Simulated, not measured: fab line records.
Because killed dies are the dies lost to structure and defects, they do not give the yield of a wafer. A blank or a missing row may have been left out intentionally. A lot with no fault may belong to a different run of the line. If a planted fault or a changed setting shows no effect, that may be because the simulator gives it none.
Matching of chambers	flow n5_finfet	N5_GATE_CUT_ETCH_36 on rie_diel-05: 4 sister chambers
The step etches SiARC in CF4, target depth 13 nm, time 21.7 s. 8 wafers are shown with their chamber, then 8 later ones without.

== EACH WAFER AND ITS CHAMBER ==
wafer	chamber	drypump_motor_current_A (A)	throttle_valve_pct (%)
L076.5	0	5.9	15.66
L078.4	0	6.0	15.66
L082.1	1	5.7	15.87
L082.4	2	6.8	15.66
L084.4	3	5.2	15.73
L084.5	1	5.7	15.90
L084.6	2	6.8	15.65
L088.1	3	5.2	15.73

== WAFERS WITH NO CHAMBER GIVEN ==
wafer	drypump_motor_current_A (A)	throttle_valve_pct (%)
L088.3	5.9	15.15
L088.5	5.2	15.72
L091.2	5.7	15.90
L091.4	5.2	15.73
L091.5	5.7	15.91
L096.2	5.7	15.94
L096.3	5.9	15.20
L096.5	6.8	15.72

== EACH ONE'S CHAMBER ==
wafer	from the rows above	in truth
L088.3	0	0
L088.5	3	3
L091.2	1	1
L091.4	3	3
L091.5	1	1
L096.2	1	1
L096.3	0	0
L096.5	2	2
Correct placement for 8 of the 8. Can't be placed from these rows: 0. 0 placed wrongly.
How it was worked out, from the rows above alone: a wafer's distance from a chamber is the root of the sum, over the readings, of the square of ((its reading less the chamber's mean) divided by the reading's scatter). The wafer belongs to the nearest chamber; if the next one is less than 2 further off, it can't be placed. A chamber's mean is the mean of its shown wafers. The scatter: the root of (the sum of the squares of (reading less its chamber's mean) over the shown wafers, divided by (wafers less chambers)).
